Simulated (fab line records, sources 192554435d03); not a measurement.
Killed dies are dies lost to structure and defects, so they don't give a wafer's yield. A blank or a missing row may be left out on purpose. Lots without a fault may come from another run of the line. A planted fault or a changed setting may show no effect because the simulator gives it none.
fab line records | flow n5_finfet
record lots=12 wafers=33 last_day=18
route steps=1938 shown PASSIVATION@1907
lots that met no fault: from a run of the same line without faults
start_h: hours from the record's first day to the start of the lot's first wafer shown | wait_h: hours since the lot's step before | " the same as in the row above | L1.1+2: a row that stands for several wafers | - no value, or no start given | * or withheld: withheld | < > ~ a bound
route shown NAME@n: a module of which the file shows steps, and the number in the route of the first | usual: mean/standard deviation of fault-free wafers | same: alike in all rows | chamber/n: place in a boat | sites: the reading at each site | _std_site: their standard deviation | _edge_site: outer sites' mean less inner sites' | radius_mm: how far each site lies from the wafer's centre | mask NAME#n: copy n | behind: the tool/chamber that last shaped the wafer | hold: why the lot was held/for how many hours/how that ended | device: the transistor (n, p or np) that didn't switch | end of line: the same wafers' tests at the end of the route | a step without rows: its recipe alone | killed: dies lost to structure and defects at the first sort, not the wafer's yield | map: a wafer's dies, x killed, . not, _ none there
set.NAME: the setting as run; set.NAME@STEP: as run at that earlier step | model.NAME: the simulator's own value behind a step, which no gauge read
steps of the route over a sample of lots; a table a step, a row a wafer
services: from which hour (start_h, from the record's first day; less than 0 if before it) a tool's chamber was out of use, for how many hours, and why
## steps
# step N5_PASSIVATION_INSPECT_64
# recipe mode=adi inspect_instrument=macro
# usual raw_defect_count=2.1/1.4
# columns lot.wafer tool chamber start_h wait_h raw_defect_count
L599.2 defect_inspect-01 - 295.89 0.0 3
L599.5 " - " " 4
L599.6 " - " " 2
L598.2 defect_inspect-01 - 303.79 0.0 2
L598.3 " - " " 3
L598.4 " - " " 3
L601.3 defect_inspect-01 - 308.97 0.0 1
L601.4 " - " " 3
L601.6 " - " " 3
L602.1 defect_inspect-02 - 314.37 0.0 0
L602.3 " - " " 4
L602.4 " - " " 1
L603.2 defect_inspect-02 - 315.47 0.0 3
L603.3 " - " " 1
L603.5 " - " " 1
L600.1 defect_inspect-02 - 336.55 0.0 2
L600.4 " - " " 2
L600.5 " - " " 1
L610.1 defect_inspect-01 - 365.52 0.0 0
L610.2 " - " " 5
L610.3 " - " " 0
L609.2 defect_inspect-02 - 372.05 0.0 1
L609.3 " - " " 3
L609.6 " - " " 2
L612.1 defect_inspect-02 - 389.03 0.0 1
L612.3 " - " " 4
L612.5 " - " " 3
L613.1 defect_inspect-01 - 394.27 0.0 1
L613.4 " - " " 5
L616.3 defect_inspect-02 - 420.64 0.0 0
L616.5 " - " " 4
L619.2 defect_inspect-02 - 431.23 0.0 1
L619.4 " - " " 1
# step N5_PASSIVATION_DESCUM_32
# recipe chemistry=O2 time_s=7.9 source_power_w=50 bias_power_w=20 pressure_mtorr=20 rf_frequency_hz=2.712e+07 temp_c=40 o2_flow_sccm=225
# usual chamber_pressure_mTorr=20.001/0.019 drypump_motor_current_A=5.7/0.38 oes_product_au=0.83/0.072 rf_vpp_V=243.6/1.2 showerhead_plenum_p_Torr=2.12/0.055 temp_c=39.98/0.096 throttle_valve_pct=20.38/0.17
# columns lot.wafer tool chamber start_h wait_h chamber_pressure_mTorr drypump_motor_current_A oes_product_au rf_hours_counter_h rf_vpp_V showerhead_plenum_p_Torr temp_c throttle_valve_pct
L599.2 rie_diel-06 2 295.96 0.1 20.024 6.4 0.85 53 244.9 2.14 39.82 20.40
L599.5 " 3 " " 19.992 5.7 0.84 - 243.6 2.11 40.00 20.06
L599.6 " 2 " " 20.004 6.4 0.85 - 244.0 2.14 39.96 20.40
L598.2 rie_diel-04 0 303.83 0.0 20.002 5.4 0.85 38 245.1 2.14 39.88 20.42
L598.3 " 2 " " 20.003 5.9 0.78 156 245.1 2.19 40.01 20.63
L598.4 " 3 " " 20.007 5.4 0.95 9 242.0 2.05 39.85 20.43
L601.3 rie_diel-05 2 309.14 0.2 19.975 5.6 0.73 174 244.5 2.17 39.94 20.49
L601.4 " 0 " " 20.023 5.4 0.83 - 243.5 2.04 40.00 20.47
L601.6 " 1 " " 20.018 6.1 0.83 - 243.5 2.13 39.88 20.25
L602.1 rie_diel-05 2 314.53 0.2 19.984 5.7 0.72 175 243.8 2.17 39.90 20.50
L602.3 " 3 " " 20.025 6.1 1.03 1 244.5 2.04 40.06 20.10
L602.4 " 1 " " 19.991 6.1 0.82 85 243.3 2.13 39.89 20.26
L603.2 rie_diel-04 1 315.51 0.0 19.996 5.4 0.93 25 244.2 2.14 40.03 20.27
L603.3 " 2 " " 19.959 5.9 0.77 160 243.4 2.19 39.88 20.65
L603.5 " 1 " " 19.985 5.4 0.93 - 243.3 2.14 40.02 20.26
L600.1 rie_diel-05 0 336.60 0.1 20.011 5.4 0.82 71 241.8 2.04 40.10 20.51
L600.4 " 1 " " 20.036 6.1 0.82 93 243.7 2.13 39.92 20.25
L600.5 " 1 " " 19.985 6.1 0.82 - 243.7 2.12 39.97 20.26
L610.1 rie_diel-04 3 365.64 0.1 19.998 5.4 0.90 33 242.8 2.04 39.97 20.44
L610.2 " 0 " " 20.006 5.3 0.83 56 244.1 2.14 39.83 20.46
L610.3 " 1 " " 20.006 5.4 0.89 46 244.5 2.13 39.81 20.29
L609.2 rie_diel-06 2 372.09 0.0 19.997 6.4 0.82 77 244.6 2.14 40.08 20.42
L609.3 " 1 " " 19.981 6.5 0.86 64 243.5 2.12 40.03 20.10
L609.6 " 2 " " 19.994 6.4 0.82 - 244.2 2.14 40.04 20.44
L612.1 rie_diel-06 1 389.07 0.0 19.979 6.5 0.85 69 243.7 2.12 40.03 20.11
L612.3 " 2 " " 20.022 6.4 0.82 81 246.9 2.13 40.03 20.44
L612.5 " 3 " " 19.997 5.7 0.81 - 242.8 2.10 39.96 20.11
L613.1 rie_diel-04 3 394.31 0.0 20.004 5.3 0.86 45 242.1 2.04 39.95 20.47
L613.4 " 1 " " 19.968 5.3 0.86 56 243.2 2.13 39.97 20.32
L616.3 rie_diel-04 2 420.67 0.0 19.988 5.9 0.73 201 245.1 2.17 39.88 20.70
L616.5 " 3 " " 19.987 5.3 0.85 - 242.5 2.03 39.99 20.47
L619.2 rie_diel-05 0 431.26 0.0 19.983 5.4 0.78 103 241.0 2.03 39.95 20.55
L619.4 " 1 " " 20.004 6.1 0.78 128 242.5 2.11 40.11 20.32
# step N5_PASSIVATION_PECVD_35
# recipe material=SiNx target_thk_a=7000 temp_c=400 precursor=SiH4/NH3/N2 pressure_torr=4.9 rf_w=1406 time_s=151.3
# usual chamber_pressure_Torr=4.901/0.01 heater_power_outer_w=205/86 heater_power_w=432/90 showerhead_plenum_p_Torr=8.74/0.04 throttle_valve_pct=28.8/0.79
# columns lot.wafer tool chamber start_h wait_h chamber_pressure_Torr heater_power_outer_w heater_power_w showerhead_plenum_p_Torr throttle_valve_pct
L599.2 pecvd-01 2 297.19 0.1 4.910 210 447 8.70 28.4
L599.5 " 1 " " 4.885 232 454 8.80 27.7
L599.6 " 2 " " 4.916 110 313 8.71 28.6
L598.2 pecvd-02 1 305.19 0.1 - - - - -
L598.3 " 0 " " - - - - -
L598.4 " 0 " " - - - - -
L601.3 pecvd-01 2 310.36 0.1 - - - - -
L601.4 " 2 " " - - - - -
L601.6 " 1 " " - - - - -
L602.1 pecvd-01 1 315.80 0.1 - - - - -
L602.3 " 0 " " - - - - -
L602.4 " 2 " " - - - - -
L603.2 pecvd-01 2 316.79 0.1 4.913 225 470 8.73 28.8
L603.3 " 0 " " 4.889 156 401 8.79 28.0
L603.5 " 1 " " 4.909 261 493 8.79 27.4
L600.1 pecvd-04 0 337.89 0.1 4.890 319 506 8.68 28.9
L600.4 " 2 " " 4.881 100 322 8.75 28.7
L600.5 " 1 " " 4.906 138 331 8.74 31.0
L610.1 pecvd-02 1 366.86 0.1 4.881 340 557 8.78 28.7
L610.2 " 2 " " 4.911 103 330 8.71 29.3
L610.3 " 0 " " 4.893 178 413 8.70 29.0
L609.2 pecvd-02 2 373.34 0.1 4.891 140 385 8.72 29.4
L609.3 " 1 " " 4.920 356 584 8.74 28.5
L609.6 " 0 " " 4.894 121 332 8.69 29.1
L612.1 pecvd-02 1 390.90 0.1 4.898 343 584 8.77 28.8
L612.3 " 1 " " 4.890 375 613 8.76 28.4
L612.5 " 0 " " 4.905 116 335 8.68 29.4
L613.1 pecvd-01 2 396.06 0.1 4.901 195 426 8.71 28.7
L613.4 " 2 " " 4.891 215 449 8.72 29.0
L616.3 pecvd-02 1 421.93 0.1 4.901 301 519 8.79 28.5
L616.5 " 0 " " 4.920 172 408 8.67 29.2
L619.2 pecvd-01 2 438.43 5.9 4.900 181 404 8.70 28.7
L619.4 " 2 " " 4.889 201 441 8.68 28.7
# step N5_PASSIVATION_OVL_MEAS_66
# recipe points_per_wafer=44
# usual PASS_OPEN_OVL=2/6.2
# columns lot.wafer tool chamber start_h wait_h PASS_OPEN_OVL[nm]
L599.2 overlay-01 0 297.77 0.0 9
L599.5 " 0 " " 5
L599.6 " 0 " " 4
L598.2 overlay-01 0 305.78 0.0 4
L598.3 " 0 " " 0
L598.4 " 0 " " 8
L601.3 overlay-01 0 310.82 0.0 -1
L601.4 " 0 " " 1
L601.6 " 0 " " -1
L602.1 overlay-01 0 316.26 0.0 3
L602.3 " 0 " " 5
L602.4 " 0 " " 7
L603.2 overlay-02 0 317.25 0.0 -6
L603.3 " 0 " " -9
L603.5 " 0 " " -19
L600.1 overlay-02 0 338.47 0.0 2
L600.4 " 0 " " 4
L600.5 " 0 " " -5
L610.1 overlay-02 0 367.44 0.0 -2
L610.2 " 0 " " -3
L610.3 " 0 " " 2
L609.2 overlay-02 0 373.80 0.0 6
L609.3 " 0 " " 6
L609.6 " 0 " " 9
L612.1 overlay-01 0 391.55 0.0 -2
L612.3 " 0 " " -6
L612.5 " 0 " " -3
L613.1 overlay-01 0 396.65 0.0 -11
L613.4 " 0 " " 0
L616.3 overlay-02 0 422.52 0.0 -1
L616.5 " 0 " " 4
L619.2 overlay-02 0 439.02 0.0 10
L619.4 " 0 " " 2
# step N5_PASSIVATION_PROBE_49
# usual defect_limited_yield=91.1/1.3 killed_at_M0_to_M3=32/9.7 killed_at_M4_up=16/6 killed_at_contacts=12/5.9 killed_at_front_end=41/11 killed_at_other=4/3.1 killed_dies=104/16 killed_open=68/12 killed_short=34/7.4 sort_bin_5_function=5.1/0.85 sort_bin_6_memory=3.3/0.66 sort_bin_8_speed=0.1/0.53 sort_n_pass=1075/16 sort_yield_pct=91.1/1.4
# same gross_dies=1180 killed_at_back_side=0 sort_bin_4_leakage[%]=0
# columns lot.wafer tool chamber start_h wait_h defect_limited_yield[%] killed_at_M0_to_M3 killed_at_M4_up killed_at_contacts killed_at_front_end killed_at_other killed_dies killed_open killed_short sort_bin_5_function[%] sort_bin_6_memory[%] sort_bin_8_speed[%] sort_n_pass sort_yield_pct[%]
L598.4 prober-01 - 310.09 0.2 88.9 30 17 8 73 3 131 75 43 5.6 3.9 0 1049 88.9
L610.1 prober-01 - 370.58 0.0 90.8 28 15 14 51 1 109 66 39 5.6 3.1 0 1071 90.8
L610.2 prober-01 - 370.63 0.1 91.1 11 30 5 57 2 105 74 27 5.0 3.8 0 1075 91.1
L610.3 prober-01 - 370.68 0.1 89.6 31 17 15 60 0 123 86 27 5.8 3.7 0 1057 89.6
L609.2 prober-02 - 376.96 0.1 90.1 39 22 12 42 2 117 85 32 5.6 3.8 0 1063 90.1
L609.3 prober-02 - 377.01 0.1 90.4 37 28 10 35 3 113 78 35 5.0 3.8 0 1067 90.4
L609.6 prober-02 - 377.16 0.3 92.2 25 23 18 26 0 92 67 24 4.9 2.5 0 1088 92.2
L612.1 prober-02 - 394.65 0.0 93.7 15 16 12 29 2 74 51 22 3.5 2.8 0.1 1105 93.6
L616.3 prober-02 - 425.73 0.1 90.1 40 19 12 41 5 117 81 31 5.7 3.9 0 1063 90.1
L616.5 prober-02 - 425.83 0.2 91.8 33 7 17 36 4 97 66 30 4.4 3.3 0 1083 91.8
# killed by level:class
L598.4 FIN_SAQP:geometric_particle:open=20 HKMG_FIN:area_etch=12 FIN_SAQP:geometric_particle:short=9 STI_FIN_REVEAL:geometric_particle:open=7 MOL_CONTACT_COAG:geometric_particle:open=7 BEOL_M3:geometric_particle:open=7 BEOL_M0_SAQP:geometric_particle:short=6 BEOL_M1:geometric_particle:open=6
L610.1 FIN_SAQP:geometric_particle:open=17 FIN_SAQP:geometric_particle:short=15 MOL_CONTACT_COAG:geometric_particle:open=12 BEOL_M2:geometric_particle:open=10 BEOL_M4:geometric_particle:open=7 BEOL_M0_SAQP:geometric_particle:short=6 BEOL_M2:geometric_particle:short=5 GATE_CUT:geometric_particle:open=4
L610.2 BEOL_M4:geometric_particle:open=17 FIN_SAQP:geometric_particle:open=16 FIN_SAQP:geometric_particle:short=13 MOL_CONTACT_COAG:geometric_particle:open=5 STI_FIN_REVEAL:geometric_particle:open=5 GATE_CUT:geometric_particle:open=5 STARTING-WAFER:geometric_particle:open=5 BEOL_M5:geometric_particle:open=5
L610.3 FIN_SAQP:geometric_particle:open=12 MOL_CONTACT_COAG:geometric_particle:open=11 BEOL_M2:geometric_particle:open=11 STI_FIN_REVEAL:geometric_particle:open=10 HKMG_FIN:area_etch=9 FIN_SAQP:geometric_particle:short=7 BEOL_M1:geometric_particle:open=7 DUMMY_GATE:geometric_particle:open=6
L609.2 BEOL_M4:geometric_particle:open=16 STI_FIN_REVEAL:geometric_particle:open=13 MOL_CONTACT_COAG:geometric_particle:open=10 BEOL_M1:geometric_particle:open=9 BEOL_M0_SAQP:geometric_particle:open=8 DUMMY_GATE:geometric_particle:open=7 FIN_SAQP:geometric_particle:open=6 BEOL_M2:geometric_particle:open=6
L609.3 BEOL_M4:geometric_particle:open=15 STI_FIN_REVEAL:geometric_particle:open=14 BEOL_M1:geometric_particle:open=12 MOL_CONTACT_COAG:geometric_particle:open=7 BEOL_M4:geometric_particle:short=7 BEOL_M3:geometric_particle:open=7 DUMMY_GATE:geometric_particle:open=5 FIN_SAQP:geometric_particle:short=4
L609.6 MOL_CONTACT_COAG:geometric_particle:open=14 BEOL_M4:geometric_particle:open=12 STI_FIN_REVEAL:geometric_particle:open=8 BEOL_M2:geometric_particle:open=8 BEOL_M1:geometric_particle:open=5 BEOL_M3:geometric_particle:open=5 MOL_CONTACT_COAG:geometric_particle:short=4 BEOL_M0_SAQP:geometric_particle:short=4
L612.1 MOL_CONTACT_COAG:geometric_particle:open=10 STI_FIN_REVEAL:geometric_particle:open=8 FIN_SAQP:geometric_particle:open=5 BEOL_M4:geometric_particle:open=5 BEOL_M2:geometric_particle:open=4 STARTING-WAFER:geometric_particle:short=4 FIN_SAQP:geometric_particle:short=3 GATE_CUT:geometric_particle:short=3
L616.3 FIN_SAQP:geometric_particle:open=13 BEOL_M0_SAQP:geometric_particle:open=11 MOL_CONTACT_COAG:geometric_particle:open=10 BEOL_M3:geometric_particle:open=9 BEOL_M0_SAQP:geometric_particle:short=8 BEOL_M4:geometric_particle:open=6 STI_FIN_REVEAL:geometric_particle:open=5 GATE_CUT:geometric_particle:short=5
L616.5 MOL_CONTACT_COAG:geometric_particle:open=12 BEOL_M3:geometric_particle:open=11 DUMMY_GATE:geometric_particle:open=9 BEOL_M0_SAQP:geometric_particle:open=6 GATE_CUT:geometric_particle:open=5 MOL_CONTACT_COAG:geometric_particle:short=5 BEOL_M0_SAQP:geometric_particle:short=4 DUMMY_GATE:geometric_particle:short=4
## services
# columns tool chamber start_h hours kind
rie_diel-06 2 275.94 2.5 repair
rie_diel-05 3 283.73 - clean
rie_diel-05 3 283.73 - consumable_replace:focus_ring
rie_diel-05 3 283.73 26.2 scheduled_down
rie_diel-05 3 283.73 26.2 vent_cycle
rie_diel-06 0 300.33 - clean
rie_diel-06 0 300.33 - consumable_replace:focus_ring
rie_diel-06 0 300.33 - consumable_replace:showerhead
pecvd-01 1 303.86 4.9 repair
pecvd-04 0 316.97 5.5 scheduled_down
pecvd-02 0 337.11 2.1 scheduled_down
pecvd-04 - 372.50 1.2 repair
pecvd-02 2 375.64 30.7 repair
pecvd-04 1 383.62 - clean
pecvd-04 1 383.62 - consumable_replace:showerhead
pecvd-04 1 383.62 29.0 scheduled_down
pecvd-04 1 383.62 29.0 vent_cycle
rie_diel-05 0 414.10 5.3 repair
pecvd-04 - 417.78 14.6 pm
## key
first_sign step=N5_PASSIVATION_PECVD_35 reading=tool_record direction=missing
effect none on later readings
met_at N5_PASSIVATION_PECVD_35
struck_lots L598,L601,L602
baseline_loss step=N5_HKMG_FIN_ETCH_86 wafers=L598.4
not_acting_at N5_PASSIVATION_INSPECT_64,N5_PASSIVATION_DESCUM_32,N5_PASSIVATION_OVL_MEAS_66
onset_between 297.19 305.19
fault kind=skipped_step_whole tool=pecvd-01,pecvd-02 chamber=- onset_h=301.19 steps=N5_PASSIVATION_PECVD_35 scope=struck_lots_only
# baseline_loss: these wafers lose ten dies or more at that step, a loss of the line's own and not of a fault; the sort's usual values leave them out
